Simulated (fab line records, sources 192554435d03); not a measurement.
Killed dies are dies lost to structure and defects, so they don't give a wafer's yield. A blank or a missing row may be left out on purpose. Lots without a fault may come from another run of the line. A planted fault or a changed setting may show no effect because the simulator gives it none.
fab line records | flow n5_finfet
record lots=7 wafers=21
route steps=1938 shown PASSIVATION@1931
start_h: hours from the record's first day to the start of the lot's first wafer shown | wait_h: hours since the lot's step before | " the same as in the row above | L1.1+2: a row that stands for several wafers | - no value, or no start given | * or withheld: withheld | < > ~ a bound
route shown NAME@n: a module of which the file shows steps, and the number in the route of the first | usual: mean/standard deviation of fault-free wafers | same: alike in all rows | chamber/n: place in a boat | sites: the reading at each site | _std_site: their standard deviation | _edge_site: outer sites' mean less inner sites' | radius_mm: how far each site lies from the wafer's centre | mask NAME#n: copy n | behind: the tool/chamber that last shaped the wafer | hold: why the lot was held/for how many hours/how that ended | device: the transistor (n, p or np) that didn't switch | end of line: the same wafers' tests at the end of the route | a step without rows: its recipe alone | killed: dies lost to structure and defects at the first sort, not the wafer's yield | map: a wafer's dies, x killed, . not, _ none there
set.NAME: the setting as run; set.NAME@STEP: as run at that earlier step | model.NAME: the simulator's own value behind a step, which no gauge read
lots whose settings were changed on purpose; a table a step, a row a wafer
## steps
# step N5_PASSIVATION_STRIP_48
# recipe chemistry=O2 power_w=600 temp_c=60 pressure_mtorr=30 rf_frequency_hz=6e+07 bias_power_w=0 overash_fraction=0.5 o2_flow_sccm=225
# columns lot.wafer tool chamber start_h wait_h set.temp_c
L074.1+3 rie_diel-01 0,2 266.92 0.1 56.43
L074.6 " 0 " " 60
L075.1+2+5 rie_diel-01 1,0,3 280.94 0.1 60
L077.1 rie_diel-02 3 286.48 0.1 60
L077.3+6 " 2,3 " " 56.55
L083.2+5+6 rie_diel-06 2,3,0 328.67 0.1 60
L088.1 rie_diel-02 2 352.79 0.1 56.38
L088.4+5 " 0,2 " " 60
L090.3+6 rie_diel-02 0,2 359.58 0.1 60
L090.5 " 1 " " 63.66
L093.1+5 rie_diel-06 2 381.06 0.1 60
L093.4 " 0 " " 61.33
# step N5_PASSIVATION_STRIP_52
# recipe chemistry=post_etch_residue_remover time_s=1200 temp_c=72.5
# step N5_PASSIVATION_CLEAN_71
# recipe chemistry=IPA time_s=180 temp_c=25
# step N5_PASSIVATION_SRD_72
# recipe dry=ipa_marangoni time_s=30 temp_c=23 rinse_liquid=diw
# step N5_PASSIVATION_ANNEAL_56
# recipe temp_c=400 time_s=1800 ambient=FGA idle_temp_c=300 ramp_up_c_per_min=5 ramp_down_c_per_min=3
# step N5_PASSIVATION_PROBE_49
# usual defect_limited_yield=91.2/1.4 killed_at_M0_to_M3=34/9.4 killed_at_M4_up=13/5.8 killed_at_contacts=13/6.4 killed_at_front_end=41/11 killed_at_other=3.1/2.3 killed_dies=103/16 killed_open=69/12 killed_short=33/7.8 sort_bin_4_leakage=0/0 sort_bin_5_function=5.1/0.91 sort_bin_6_memory=3.3/0.63 sort_n_pass=1077/16 sort_yield_pct=91.2/1.4
# same gross_dies=1180 killed_at_back_side=0 sort_bin_8_speed[%]=0
# columns lot.wafer tool chamber start_h wait_h set.time_s@PASSIVATION_ETCH_54 defect_limited_yield[%] killed_at_M0_to_M3 killed_at_M4_up killed_at_contacts killed_at_front_end killed_at_other killed_dies killed_open killed_short sort_bin_4_leakage[%] sort_bin_5_function[%] sort_bin_6_memory[%] sort_n_pass sort_yield_pct[%]
L074.1 prober-01 - 270.37 0.0 515.7 91.4 14 11 29 47 1 102 73 23 30.34 5.0 3.1 720 61.0
L074.3 prober-01 - 270.47 0.1 515.7 92.0 27 15 17 33 2 94 54 38 0 4.2 3.3 1086 92.0
L074.6 prober-01 - 270.62 0.3 440 25.6 781 23 24 47 3 878 87 33 0 48.1 21.0 302 25.6
L075.1 prober-01 - 283.44 0.0 440 91.4 37 12 9 42 2 102 75 26 0 4.7 3.6 1078 91.4
L075.2 prober-01 - 283.49 0.1 440 91.7 32 24 4 34 4 98 62 33 0 4.5 3.1 1082 91.7
L075.5 prober-01 - 283.64 0.2 440 94.2 30 5 3 29 2 69 47 22 0 3.9 1.7 1111 94.2
L077.1 prober-01 - 289.37 0.0 440 91.8 36 13 10 36 2 97 53 44 0 4.2 3.6 1083 91.8
L077.3 prober-01 - 289.47 0.1 512.2 89.9 45 8 14 51 1 119 64 54 0 6.4 3.1 1061 89.9
L077.6 prober-01 - 289.62 0.3 440 89.2 36 15 18 58 0 127 76 45 0 5.9 4.0 1053 89.2
L083.2 prober-01 - 331.21 0.1 440 84.3 109 23 15 35 3 185 66 39 0 8.2 6.4 995 84.3
L083.5 prober-01 - 331.36 0.2 440 76.0 245 9 8 18 3 283 46 41 0 15.1 7.5 897 76.0
L083.6 prober-01 - 331.41 0.3 440 89.4 48 16 21 37 3 125 65 37 0 6.4 3.8 1055 89.4
L088.1 prober-01 - 355.30 0.0 523.6 86.7 27 61 6 61 2 157 77 36 0 6.2 3.5 1023 86.7
L088.4 prober-01 - 355.45 0.2 523.6 89.0 33 32 13 44 8 130 75 29 0.85 4.7 4.2 1040 88.1
L088.5 prober-01 - 355.50 0.2 440 91.0 25 10 15 52 4 106 74 28 0 5.1 3.5 1074 91.0
L090.3 prober-01 - 362.17 0.1 494.8 90.2 41 7 21 41 6 116 66 45 0.85 5.4 3.9 1054 89.3
L090.5 prober-01 - 362.27 0.2 440 75.9 41 7 179 51 6 284 75 45 2.63 14.5 8.6 865 73.3
L090.6 prober-01 - 362.32 0.3 494.8 91.0 43 9 15 35 4 106 65 39 0 5.3 3.3 1074 91.0
L093.1 prober-02 - 384.03 0.0 440 68.3 301 21 4 44 4 374 81 46 0 17.3 11.8 806 68.3
L093.4 prober-02 - 384.18 0.2 440 90.8 60 4 11 33 0 108 58 22 0 5.8 3.1 1072 90.8
L093.5 prober-02 - 384.23 0.2 346.7 0 110 15 25 43 987 1180 64 39 0 92.5 6.6 0 0
# killed by level:class
L074.1 MOL_CONTACT_COAG:geometric_particle:open=26 STI_FIN_REVEAL:geometric_particle:open=19 BEOL_M0_SAQP:geometric_particle:open=6 FIN_SAQP:geometric_particle:short=5 HKMG_FIN:area_etch=5 GATE_CUT:geometric_particle:open=4 FIN_SAQP:geometric_particle:open=3 MOL_CONTACT_COAG:geometric_particle:short=3
L074.3 MOL_CONTACT_COAG:geometric_particle:open=11 STI_FIN_REVEAL:geometric_particle:open=7 BEOL_M1:geometric_particle:open=7 MOL_CONTACT_COAG:geometric_particle:short=6 STARTING-WAFER:geometric_particle:short=6 GATE_CUT:geometric_particle:short=5 BEOL_M2:geometric_particle:open=5 BEOL_M4:geometric_particle:open=5
L074.6 BEOL_M3:area_expose=756 MOL_CONTACT_COAG:geometric_particle:open=21 STI_FIN_REVEAL:geometric_particle:open=17 BEOL_M4:geometric_particle:open=13 GATE_CUT:geometric_particle:open=10 GATE_CUT:geometric_particle:short=6 STI_FIN_REVEAL:geometric_particle:short=4 BEOL_M0_SAQP:geometric_particle:short=4
L075.1 FIN_SAQP:geometric_particle:open=10 BEOL_M2:geometric_particle:open=9 BEOL_M3:geometric_particle:open=8 DUMMY_GATE:geometric_particle:open=7 MOL_CONTACT_COAG:geometric_particle:open=7 BEOL_M4:geometric_particle:open=7 FIN_SAQP:geometric_particle:short=6 BEOL_M0_SAQP:geometric_particle:open=6
L075.2 FIN_SAQP:geometric_particle:open=8 BEOL_M1:geometric_particle:open=7 BEOL_M2:geometric_particle:open=7 BEOL_M4:geometric_particle:open=6 BEOL_M0_SAQP:geometric_particle:short=5 BEOL_M3:geometric_particle:open=5 BEOL_M5:geometric_particle:short=5 DUMMY_GATE:geometric_particle:short=4
L075.5 BEOL_M3:geometric_particle:open=11 FIN_SAQP:geometric_particle:open=6 DUMMY_GATE:geometric_particle:open=5 BEOL_M1:geometric_particle:open=4 BEOL_M2:geometric_particle:open=4 GATE_CUT:geometric_particle:short=3 MOL_CONTACT_COAG:geometric_particle:open=3 BEOL_M0_SAQP:geometric_particle:open=3
L077.1 BEOL_M0_SAQP:geometric_particle:short=13 BEOL_M0_SAQP:geometric_particle:open=9 FIN_SAQP:geometric_particle:open=8 FIN_SAQP:geometric_particle:short=6 MOL_CONTACT_COAG:geometric_particle:open=6 BEOL_M4:geometric_particle:open=6 DUMMY_GATE:geometric_particle:open=5 STARTING-WAFER:geometric_particle:open=5
L077.3 BEOL_M0_SAQP:geometric_particle:short=18 MOL_CONTACT_COAG:geometric_particle:open=12 FIN_SAQP:geometric_particle:open=11 FIN_SAQP:geometric_particle:short=10 BEOL_M0_SAQP:geometric_particle:open=10 GATE_CUT:geometric_particle:short=9 BEOL_M1:geometric_particle:open=7 DUMMY_GATE:geometric_particle:open=6
L077.6 FIN_SAQP:geometric_particle:open=16 BEOL_M0_SAQP:geometric_particle:short=12 MOL_CONTACT_COAG:geometric_particle:open=10 BEOL_M0_SAQP:geometric_particle:open=10 MOL_CONTACT_COAG:geometric_particle:short=8 FIN_SAQP:geometric_particle:short=7 ILD0:geometric_particle:open=7 ILD0:geometric_particle:short=6
L083.2 BEOL_M0_SAQP:area_expose=66 BEOL_M0_SAQP:geometric_particle:open=10 BEOL_M4:geometric_particle:open=10 BEOL_M0_SAQP:geometric_particle:short=8 MOL_CONTACT_COAG:geometric_particle:open=8 BEOL_M1:geometric_particle:open=8 FIN_SAQP:geometric_particle:short=5 BEOL_M0:geometric_particle:open=5
L083.5 BEOL_M3:area_expose=126 BEOL_M0_SAQP:area_expose=64 BEOL_M0_SAQP:geometric_particle:short=23 BEOL_M0_SAQP:geometric_particle:open=14 BEOL_M2:geometric_particle:open=8 FIN_SAQP:geometric_particle:short=7 MOL_CONTACT_COAG:geometric_particle:open=6 BEOL_M0:geometric_particle:open=4
L083.6 BEOL_M0_SAQP:geometric_particle:short=13 MOL_CONTACT_COAG:area_expose=13 BEOL_M2:geometric_particle:open=9 BEOL_M0_SAQP:geometric_particle:open=9 FIN_SAQP:geometric_particle:short=7 STI_FIN_REVEAL:geometric_particle:open=7 GATE_CUT:geometric_particle:short=7 MOL_CONTACT_COAG:geometric_particle:open=7
L088.1 BEOL_M8:area_peb=41 STI_FIN_REVEAL:geometric_particle:open=20 BEOL_M0_SAQP:geometric_particle:open=10 ILD0:geometric_particle:open=8 FIN_SAQP:geometric_particle:short=6 FIN_SAQP:geometric_particle:open=6 BEOL_M4:geometric_particle:open=6 BEOL_M0_SAQP:geometric_particle:short=6
L088.4 BEOL_M8:area_peb=21 STI_FIN_REVEAL:geometric_particle:open=14 MOL_CONTACT_COAG:geometric_particle:open=9 BEOL_M0_SAQP:geometric_particle:open=7 BEOL_M3:geometric_particle:open=7 FIN_SAQP:geometric_particle:open=6 GATE_CUT:geometric_particle:short=6 FIN_SAQP:geometric_particle:short=4
L088.5 STI_FIN_REVEAL:geometric_particle:open=22 MOL_CONTACT_COAG:geometric_particle:open=11 BEOL_M0_SAQP:geometric_particle:open=8 DUMMY_GATE:geometric_particle:open=6 ILD0:geometric_particle:open=6 STI_FIN_REVEAL:geometric_particle:short=5 BEOL_M0_SAQP:geometric_particle:short=5 MOL_CONTACT_COAG:geometric_particle:short=4
L090.3 MOL_CONTACT_COAG:geometric_particle:open=14 BEOL_M0_SAQP:geometric_particle:short=12 BEOL_M0_SAQP:geometric_particle:open=10 FIN_SAQP:geometric_particle:open=9 GATE_CUT:geometric_particle:short=8 BEOL_M3:geometric_particle:open=8 FIN_SAQP:geometric_particle:short=7 MOL_CONTACT_COAG:geometric_particle:short=7
L090.5 MOL_CONTACT_COAG:area_expose=156 MOL_CONTACT_COAG:geometric_particle:open=19 FIN_SAQP:geometric_particle:open=13 BEOL_M0_SAQP:geometric_particle:short=12 FIN_SAQP:geometric_particle:short=10 BEOL_M0_SAQP:geometric_particle:open=9 STI_FIN_REVEAL:geometric_particle:open=8 BEOL_M3:area_expose=7
L090.6 BEOL_M0_SAQP:geometric_particle:open=20 BEOL_M0_SAQP:geometric_particle:short=15 MOL_CONTACT_COAG:geometric_particle:open=11 FIN_SAQP:geometric_particle:short=7 DUMMY_GATE:geometric_particle:open=7 GATE_CUT:geometric_particle:short=4 MOL_CONTACT_COAG:geometric_particle:short=4 STARTING-WAFER:geometric_particle:open=4
L093.1 BEOL_M3:area_expose=242 BEOL_M0_SAQP:geometric_particle:short=21 BEOL_M0_SAQP:geometric_particle:open=15 GATE_CUT:geometric_particle:open=8 BEOL_M1:geometric_particle:open=7 BEOL_M4:geometric_particle:open=7 FIN_SAQP:geometric_particle:open=6 BEOL_M2:geometric_particle:open=6
L093.4 BEOL_M0_SAQP:area_expose=26 MOL_CONTACT_COAG:geometric_particle:open=10 BEOL_M2:geometric_particle:open=8 BEOL_M1:geometric_particle:open=7 DUMMY_GATE:geometric_particle:open=5 BEOL_M0_SAQP:geometric_particle:open=5 FIN_SAQP:geometric_particle:open=4 STI_FIN_REVEAL:geometric_particle:open=4
L093.5 PASSIVATION:area_etch=987 BEOL_M3:area_expose=73 MOL_CONTACT_COAG:area_expose=15 BEOL_M2:geometric_particle:open=9 BEOL_M0_SAQP:geometric_particle:open=7 FIN_SAQP:geometric_particle:open=6 MOL_CONTACT_COAG:geometric_particle:open=6 GATE_CUT:geometric_particle:short=6
## key
split step=N5_PASSIVATION_STRIP_48 setting=temp_c stated=60 by=wafer
response none clear
split outside_this_file step=N5_PASSIVATION_ETCH_54 setting=time_s
# split outside_this_file: this setting was split too, and the file shows its column; the key of that split is in another file
